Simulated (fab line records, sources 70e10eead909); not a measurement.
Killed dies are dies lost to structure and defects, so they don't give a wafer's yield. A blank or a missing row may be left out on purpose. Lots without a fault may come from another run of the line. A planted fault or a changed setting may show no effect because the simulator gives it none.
Chamber matching | flow nand_harc | NHARC_A_M1_STRIP_18 on rie_diel-02: 4 sister chambers
The step strips in N2/H2. 4 wafers are shown with their chamber, then 10 later ones without.

WAFERS WITH THEIR CHAMBER
wafer  | chamber | drypump_motor_current_A (A)
L079.6 | 1       | 6.1
L081.4 | 0       | 5.1
L083.2 | 3       | 5.4
L083.3 | 2       | 6.0

WAFERS WITHOUT THEIR CHAMBER
wafer  | drypump_motor_current_A (A)
L083.4 | 5.2
L083.1 | 6.1
L083.5 | 6.0
L083.6 | 5.4
L080.2 | 5.2
L080.3 | 5.4
L080.4 | 6.1
L095.1 | 6.0
L095.2 | 5.2
L095.4 | 6.1

WHICH CHAMBER EACH WENT THROUGH
wafer  | from the rows above     | in truth
L083.4 | can't be placed: 0 or 3 | 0
L083.1 | can't be placed: 1 or 2 | 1
L083.5 | can't be placed: 2 or 1 | 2
L083.6 | 3                       | 3
L080.2 | can't be placed: 0 or 3 | 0
L080.3 | 3                       | 3
L080.4 | can't be placed: 1 or 2 | 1
L095.1 | can't be placed: 2 or 1 | 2
L095.2 | can't be placed: 0 or 3 | 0
L095.4 | can't be placed: 1 or 2 | 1
Placed correctly: 2 of 10. Can't be placed from these rows: 8 (the true chamber is among the candidates in 8). Placed wrongly: 0.
How it was worked out, from the rows above alone: a wafer's distance from a chamber is the root of the sum, over the readings, of the square of ((its reading less the chamber's mean) divided by the reading's scatter). The wafer belongs to the nearest chamber; if the next one is less than 2 further off, it can't be placed. A chamber's mean is the mean of its shown wafers. The scatter: with one shown wafer a chamber, the root of the mean of the squares of how far each hidden wafer lies from its nearest shown one.
